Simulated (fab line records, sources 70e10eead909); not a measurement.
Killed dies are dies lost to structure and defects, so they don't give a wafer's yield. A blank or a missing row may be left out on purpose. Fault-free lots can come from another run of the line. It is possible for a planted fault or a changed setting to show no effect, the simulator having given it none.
Matching of chambers -- flow nand_harc -- NHARC_A_CHANNEL_FILL_D2_ETCHBACK_20 on rie_diel-04 has 4 sister chambers
The step etches the open film in C4F8/O2/Ar, target depth 27 nm, time 13.5 s. 16 wafers are shown with their chamber, then 8 later ones without.

EACH WAFER AND ITS CHAMBER
wafer,chamber,rf_vpp_V (V),chamber_pressure_mTorr (mTorr),rf_fwd_power_W (W)
L078.4,1,982,24.998,588.1
L078.5,3,988,24.984,582.6
L078.6,0,988,24.986,588.8
L081.3,3,987,24.983,587.4
L081.4,0,988,24.996,589.5
L081.5,3,987,25.004,586.3
L082.4,0,987,25.010,590.4
L082.5,0,987,25.000,588.5
L082.6,3,988,24.990,584.7
L084.3,0,990,25.019,586.3
L084.4,3,987,25.019,588.4
L084.6,0,989,24.990,589.3
L085.1,3,988,24.960,585.9
L085.5,2,984,24.976,588.1
L085.6,3,987,24.983,587.8
L086.1,1,979,25.022,587.5

SIGNATURES, as means of the wafers listed above
reading,chamber 0,chamber 1,chamber 2,chamber 3,scatter within a chamber
rf_vpp_V,988.17,980.50,984.00,987.43,1.04
chamber_pressure_mTorr,25.00017,25.01000,24.97600,24.98900,0.0161
rf_fwd_power_W,588.800,587.800,588.100,586.157,1.68
Rule: a wafer's distance from a chamber is the root of the sum, over the readings, of the square of ((its reading less the chamber's mean) divided by the reading's scatter). If the next closest chamber is less than 2 further off than the closest, the wafer can't be placed; otherwise it belongs to the closest. The scatter: the root of (the sum of the squares of (reading less its chamber's mean) over the shown wafers, divided by (wafers less chambers)).

WAFERS MISSING THEIR CHAMBER
wafer,rf_vpp_V (V),chamber_pressure_mTorr (mTorr),rf_fwd_power_W (W)
L086.4,984,25.003,585.5
L086.5,987,25.003,588.2
L089.1,984,25.007,587.6
L089.2,981,25.001,587.2
L089.6,989,24.967,586.2
L092.1,990,25.055,592.8
L092.4,984,24.981,586.2
L092.6,981,24.985,588.5

THE CHAMBER EACH PASSED THROUGH
wafer,from the rows above,in truth
L086.4,can't be placed: 2 or 3 or 1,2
L086.5,can't be placed: 0 or 3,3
L089.1,can't be placed: 2 or 1 or 3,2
L089.2,1,1
L089.6,can't be placed: 3 or 0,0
L092.1,can't be placed: 0 or 3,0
L092.4,2,2
L092.6,can't be placed: 1 or 2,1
Placed correctly: 2 of 8. Can't be placed from these rows: 6 (the true chamber is among the candidates in 6). 0 placed wrongly.
